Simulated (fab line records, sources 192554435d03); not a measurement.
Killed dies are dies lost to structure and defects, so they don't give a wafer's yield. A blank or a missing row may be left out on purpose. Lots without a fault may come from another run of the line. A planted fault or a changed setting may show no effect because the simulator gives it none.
Which tool did it? | flow n5_finfet | 11 lots, 32 wafers sampled, at 5 steps of a route of 1938

WHAT THE GAUGES READ, wafer by wafer
The record holds no reading of a measuring or inspecting step that can be judged against a usual standard deviation.

WHICH TOOL RAN EACH LOT (tool, then ch and the chambers of the sampled wafers, then the start)
lot  | N5_BEOL_M11_STRIP_36               | N5_BEOL_M11_STRIP_77                          | N5_BEOL_M11_CURE_72           | N5_BEOL_M11_CVD_75               | N5_PASSIVATION_PROBE_49
L416 | rie_diel-04 ch 0,1, day 11 14:58   | rie_diel-04 ch 0,1, day 11 15:29 or earlier   | uv_cure-02 ch 1, day 11 15:29 | cvd_co-02 ch 0,1, day 11 16:20   | prober-01, day 13 17:37
L415 | rie_diel-04 ch 1,2, day 11 15:25   | rie_diel-04 ch 1,2, day 11 15:50 or earlier   | uv_cure-02 ch 2, day 11 15:50 | cvd_co-01 ch 0,1,2, day 11 16:53 | prober-02, day 13 21:04
L420 | rie_diel-03 ch 0,1,2, day 11 18:28 | rie_diel-03 ch 0,1,2, day 11 18:59 or earlier | uv_cure-03 ch 0, day 11 18:59 | cvd_co-01 ch 1,2, day 11 20:06   | -
L419 | rie_diel-04 ch 0,1,2, day 11 21:49 | rie_diel-04 ch 0,1,2, day 11 22:15 or earlier | uv_cure-03 ch 2, day 11 22:15 | cvd_co-02 ch 1,2, day 11 23:13   | prober-02, day 14 04:10
L421 | rie_diel-03 ch 1,2,3, day 12 22:25 | rie_diel-03 ch 1,2,3, day 12 22:50 or earlier | uv_cure-01 ch 2, day 12 22:50 | cvd_co-02 ch 0,1,2, day 12 23:59 | -
L424 | rie_diel-04 ch 1,3, day 13 02:52   | rie_diel-04 ch 1,3, day 13 03:17 or earlier   | uv_cure-03 ch 0, day 13 03:17 | cvd_co-01 ch 0,2, day 13 04:26   | -
L422 | rie_diel-03 ch 0,3, day 13 04:00   | rie_diel-03 ch 0,3, day 13 04:28 or earlier   | uv_cure-01 ch 2, day 13 04:28 | cvd_co-01 ch 2, day 13 07:43     | -
L426 | rie_diel-03 ch 1,2, day 14 10:41   | rie_diel-03 ch 1,2, day 14 11:11 or earlier   | uv_cure-02 ch 0, day 14 11:11 | cvd_co-01 ch 1,2, day 14 13:13   | prober-02, day 16 12:32
L430 | rie_diel-02 ch 0,2,3, day 14 18:31 | rie_diel-02 ch 0,2,3, day 14 19:15 or earlier | uv_cure-03 ch 2, day 14 19:15 | cvd_co-02 ch 0,1,2, day 14 21:44 | prober-02, day 16 23:19
L436 | rie_diel-04 ch 0,1,2, day 16 18:55 | rie_diel-04 ch 0,1,2, day 16 19:23 or earlier | uv_cure-02 ch 0, day 16 19:23 | cvd_co-02 ch 0,1,2, day 16 20:24 | -
L437 | rie_diel-04 ch 0,1,3, day 17 13:35 | rie_diel-04 ch 0,1,3, day 17 14:10 or earlier | uv_cure-02 ch 1, day 17 14:10 | cvd_co-02 ch 0,2, day 17 15:46   | -
- N5_BEOL_M11_STRIP_36: strips in N2/H2.
- N5_BEOL_M11_STRIP_77: strips in N2/H2, time 10 s.
- N5_BEOL_M11_CURE_72: cures SiCOH lowk, time 120 s.
- N5_BEOL_M11_CVD_75: deposits Co from CCTBA/H2, target thk 2 nm, time 138.9 s.
- N5_PASSIVATION_PROBE_49

WHAT THE TOOLS THEMSELVES READ (means of the sampled wafers that have a number; where no wafer has one, the mark that the record gives instead)
N5_BEOL_M11_STRIP_36. Usual: drypump_motor_current_A 5.7 A, standard deviation 0.48; oes_product_au 0.79 a.u., standard deviation 0.1; rf_vpp_V 59.0 V, standard deviation 2; showerhead_plenum_p_Torr 2.50 Torr, standard deviation 0.077; throttle_valve_pct 23.56 %, standard deviation 0.27.
lot  | tool        | drypump_motor_current_A (A) | oes_product_au (a.u.) | rf_vpp_V (V) | showerhead_plenum_p_Torr (Torr) | throttle_valve_pct (%) | flag
L416 | rie_diel-04 | 5.7                         | 0.75                  | 59.6         | 2.38                            | 23.61                  |
L415 | rie_diel-04 | 5.3                         | 0.78                  | 58.4         | 2.47                            | 23.45                  |
L420 | rie_diel-03 | 5.7                         | 0.79                  | 57.0         | 2.52                            | 23.63                  |
L419 | rie_diel-04 | 5.5                         | 0.75                  | 60.0         | 2.44                            | 23.52                  |
L421 | rie_diel-03 | 5.9                         | 0.81                  | 61.1         | 2.55                            | 23.53                  |
L424 | rie_diel-04 | 5.9                         | 0.73                  | 59.0         | 2.48                            | 23.54                  |
L422 | rie_diel-03 | 5.4                         | 0.85                  | 61.1         | 2.52                            | 23.68                  |
L426 | rie_diel-03 | 6.1                         | 0.84                  | 60.0         | 2.56                            | 23.32                  |
L430 | rie_diel-02 | 5.7                         | 0.86                  | 58.8         | 2.54                            | 23.53                  |
L436 | rie_diel-04 | 5.4                         | 0.73                  | 58.3         | 2.43                            | 23.57                  |
L437 | rie_diel-04 | 5.8                         | 0.80                  | 57.7         | 2.41                            | 23.54                  |

N5_BEOL_M11_STRIP_77. Usual: drypump_motor_current_A 5.7 A, standard deviation 0.48; oes_product_au 0.79 a.u., standard deviation 0.1; rf_vpp_V 59.1 V, standard deviation 0.81; showerhead_plenum_p_Torr 2.50 Torr, standard deviation 0.077; throttle_valve_pct 23.56 %, standard deviation 0.27.
lot  | tool        | drypump_motor_current_A (A) | oes_product_au (a.u.) | rf_vpp_V (V) | showerhead_plenum_p_Torr (Torr) | throttle_valve_pct (%) | flag
L416 | rie_diel-04 | 5.7                         | 0.76                  | 58.7         | 2.38                            | 23.62                  |
L415 | rie_diel-04 | 5.3                         | 0.77                  | 58.9         | 2.47                            | 23.45                  |
L420 | rie_diel-03 | 5.7                         | 0.78                  | 58.7         | 2.52                            | 23.64                  |
L419 | rie_diel-04 | 5.5                         | 0.76                  | 59.1         | 2.44                            | 23.52                  |
L421 | rie_diel-03 | 5.9                         | 0.82                  | 58.6         | 2.55                            | 23.53                  |
L424 | rie_diel-04 | 5.9                         | 0.74                  | 58.7         | 2.48                            | 23.54                  |
L422 | rie_diel-03 | 5.4                         | 0.85                  | 58.9         | 2.52                            | 23.66                  |
L426 | rie_diel-03 | 6.1                         | 0.84                  | 59.5         | 2.56                            | 23.33                  |
L430 | rie_diel-02 | 5.7                         | 0.86                  | 59.5         | 2.54                            | 23.53                  |
L436 | rie_diel-04 | 5.5                         | 0.72                  | 59.2         | 2.43                            | 23.57                  |
L437 | rie_diel-04 | 5.8                         | 0.80                  | 58.6         | 2.41                            | 23.55                  |

N5_BEOL_M11_CURE_72. Usual: lamp_power_pct 52.31 %, standard deviation 0.054; wafer_temp_C_max 371.6, standard deviation 0.43.
lot  | tool       | lamp_power_pct (%) | wafer_temp_C_max | flag
L416 | uv_cure-02 | 52.32              | 371.7            |
L415 | uv_cure-02 | 52.32              | 371.4            |
L420 | uv_cure-03 | 52.31              | 371.6            |
L419 | uv_cure-03 | 52.32              | 371.6            |
L421 | uv_cure-01 | 52.30              | 371.0            |
L424 | uv_cure-03 | 52.35              | 372.0            |
L422 | uv_cure-01 | 52.29              | 371.3            |
L426 | uv_cure-02 | 52.32              | 371.8            |
L430 | uv_cure-03 | 52.32              | 372.0            |
L436 | uv_cure-02 | 52.40              | 371.6            |
L437 | uv_cure-02 | 52.29              | 371.7            |

N5_BEOL_M11_CVD_75. Usual: run_length_s 162.1 s, standard deviation 0.47.
lot  | tool      | run_length_s (s) | flag
L416 | cvd_co-02 | 162.2            |
L415 | cvd_co-01 | 161.6            |
L420 | cvd_co-01 | 161.6            |
L419 | cvd_co-02 | 162.3            |
L421 | cvd_co-02 | 162.2            |
L424 | cvd_co-01 | 161.8            |
L422 | cvd_co-01 | 161.4            |
L426 | cvd_co-01 | 161.6            |
L430 | cvd_co-02 | 162.2            |
L436 | cvd_co-02 | 162.1            |
L437 | cvd_co-02 | 162.3            |

N5_PASSIVATION_PROBE_49. Usual: defect_limited_yield 91.4 %, standard deviation 1.4; killed_at_M0_to_M3 33, standard deviation 11; killed_at_M4_up 13, standard deviation 5.3; killed_at_contacts 13, standard deviation 6.1; killed_at_front_end 40, standard deviation 11; killed_at_other 2.9, standard deviation 2.7; killed_dies 102, standard deviation 17; killed_open 68, standard deviation 13; killed_short 32, standard deviation 7.5; sort_bin_5_function 5.1 %, standard deviation 0.98; sort_bin_6_memory 3.2 %, standard deviation 0.69; sort_bin_8_speed 0.1 %, standard deviation 1.1; sort_n_pass 1077, standard deviation 21; sort_yield_pct 91.3 %, standard deviation 1.7.
lot  | tool      | defect_limited_yield (%) | killed_at_M0_to_M3 | killed_at_M4_up | killed_at_contacts | killed_at_front_end | killed_at_other | killed_dies | killed_open | killed_short | sort_bin_5_function (%) | sort_bin_6_memory (%) | sort_bin_8_speed (%) | sort_n_pass | sort_yield_pct (%) | flag
L416 | prober-01 | 90.6                     | 28                 | 14              | 28                 | 39                  | 2.7             | 111         | 70          | 39           | 5.7                     | 3.2                   | 0.0                  | 1069        | 90.6               |
L415 | prober-02 | 89.9                     | 38                 | 18              | 16                 | 42                  | 5.3             | 119         | 86          | 29           | 5.9                     | 3.9                   | 0.0                  | 1061        | 89.9               |
L419 | prober-02 | 90.1                     | 27                 | 10              | 15                 | 59                  | 6.3             | 116         | 75          | 41           | 6.0                     | 3.4                   | 0.0                  | 1064        | 90.1               |
L426 | prober-02 | 92.7                     | 36                 | 12              | 5                  | 29                  | 4.0             | 86          | 53          | 31           | 4.7                     | 2.5                   | 0.0                  | 1094        | 92.7               |
L430 | prober-02 | 91.1                     | 45                 | 14              | 11                 | 33                  | 0.7             | 104         | 65          | 38           | 5.2                     | 3.3                   | 0.1                  | 1075        | 91.1               |

THE ANSWER, worked out from the rows above alone
Rule: a lot is off if the mean of its wafers that have a number lies more than 3 standard deviations from the usual mean. A lot without any number at a reading at which 4 lots or more have one is off too. The other lots that the step has rows for count as sound. The gauges are gone through in route order, then the tools' own readings, and for those a lot's mean is taken as printed above. The first step at which some lot is off is used, and at that step the reading that is off furthest; a lot without a number counts as furthest.
No lot is off at any reading shown: from this, nothing can be told.

WHAT THE SIMULATOR HAD PUT IN
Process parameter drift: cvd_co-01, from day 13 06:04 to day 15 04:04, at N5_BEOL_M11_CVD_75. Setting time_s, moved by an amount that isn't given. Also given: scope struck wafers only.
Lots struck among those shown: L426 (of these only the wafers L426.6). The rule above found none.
